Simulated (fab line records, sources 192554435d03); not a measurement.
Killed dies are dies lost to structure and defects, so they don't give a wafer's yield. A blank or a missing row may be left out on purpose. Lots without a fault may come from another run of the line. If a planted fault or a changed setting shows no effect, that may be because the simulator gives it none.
A single fault, viewed from 2 desks || flow n5 finfet || only its own numbers are on each desk; what lay behind them is given at the end

## AT THE METROLOGY DESK
Lot by lot, what the gauges showed, no matter which tool ran the lot: averages of those sampled wafers that carry a number. If a lot's mean is further than 4 standard deviations from the usual mean, the lot is out of limits and carries the mark OUT (the distance appears in the brackets). Only the readings that lie furthest out on some lot appear, 7 of the 29 it has.
Columns: A = trench depth nm at N5_BEOL_M13_OCD_MEAS_35, usual 414 nm; B = M13_THK at N5_BEOL_M13_THK_MEAS_50, usual 418 nm; C = M13_RS at N5_BEOL_M13_RS_MEAS_54, usual 0.0449 ohm/sq; D = COMB_M11 at N5_BEOL_M15_RC_MEAS_101, usual 1.4e-11 S/m; E = SERP_M12 at N5_BEOL_M15_RC_MEAS_101, usual 0.643 ohm/um; F = SERP_M13 at N5_BEOL_M15_RC_MEAS_101, usual 0.309 ohm/um; G = SERP_M13_max_site at N5_BEOL_M15_RC_MEAS_101, usual 0.313 ohm/um
{"lot": "L279", "first seen here": "day 11 03:04", "A": 403, "B": 409, "C": 0.0459, "D": 1.5e-11, "E": 0.629, "F": 0.318, "G": 0.323}
{"lot": "L280", "first seen here": "day 11 11:54", "A": 415, "B": 416, "C": 0.0448, "D": 1.2e-11, "E": 0.631, "F": 0.313, "G": 0.315}
{"lot": "L285", "first seen here": "day 13 04:49", "A": 419, "B": 421, "C": 0.0444, "D": 1.6e-11, "E": 0.645, "F": 0.301, "G": 0.304}
{"lot": "L297", "first seen here": "day 16 04:55", "A": 392, "B": 393, "C": 0.0476, "D": 1.4e-11, "E": 0.656, "F": 0.331, "G": 0.335}
{"lot": "L298", "first seen here": "day 16 14:52", "A": 399, "B": 404, "C": 0.0468, "D": 1.4e-11, "E": 0.633, "F": 0.323, "G": 0.327}
{"lot": "L299", "first seen here": "day 17 12:50", "A": 409, "B": 415, "C": 0.0454, "D": 1.3e-11, "E": 0.614, "F": 0.314, "G": 0.316}
{"lot": "L300", "first seen here": "day 17 14:46", "A": 414, "B": 423, "C": 0.0448, "D": 2.0e-11, "E": 0.648, "F": 0.305, "G": 0.309}
This desk's verdict: no lot among the 7 shows anything out of limits.

## DESK OF THE TOOL OWNER: rie diel-03
The tool's own readings at N5_BEOL_M13_TRENCH_ETCH_34 (etches SiOC in C4F8/O2/Ar, target depth 413.47 nm, time 162.6 s): means of the sampled wafers that have a number, for each lot that ran on this tool. If a lot's mean is further than 4 standard deviations from the usual mean, the lot is out of limits and carries the mark OUT (the distance appears in the brackets).
Columns: A = drypump motor current A at N5_BEOL_M13_TRENCH_ETCH_34, usual 5.7 A; B = he outer torr at N5_BEOL_M13_TRENCH_ETCH_34, usual 29.99 Torr; C = oes product au at N5_BEOL_M13_TRENCH_ETCH_34, usual 0.80 a.u.; D = rf vpp V at N5_BEOL_M13_TRENCH_ETCH_34, usual 666.1 V; E = showerhead plenum p Torr at N5_BEOL_M13_TRENCH_ETCH_34, usual 3.45 Torr; F = throttle valve pct at N5_BEOL_M13_TRENCH_ETCH_34, usual 24.21 %
{"lot": "L279", "first seen here": "day 11 03:53", "A": 5.7, "B": 30.05, "C": 0.71, "D": 664.6, "E": 3.41, "F": 24.31}
{"lot": "L280", "first seen here": "day 11 12:55", "A": 5.5, "B": 29.99, "C": 0.76, "D": 666.2, "E": 3.46, "F": 24.05}
{"lot": "L297", "first seen here": "day 16 05:59", "A": 5.1, "B": 30.01, "C": 0.74, "D": 665.2, "E": 3.41, "F": 23.89}
{"lot": "L298", "first seen here": "day 16 15:41", "A": 5.7, "B": 30.00, "C": 0.84, "D": 667.7, "E": 3.52, "F": 24.10}
This desk's verdict: no lot among the 4 shows anything out of limits.

## ALL TOGETHER
Nothing out of limits was seen by the metrology desk.
Nothing out of limits was seen by the tool owner's desk.

## WHAT THE SIMULATOR PUT IN
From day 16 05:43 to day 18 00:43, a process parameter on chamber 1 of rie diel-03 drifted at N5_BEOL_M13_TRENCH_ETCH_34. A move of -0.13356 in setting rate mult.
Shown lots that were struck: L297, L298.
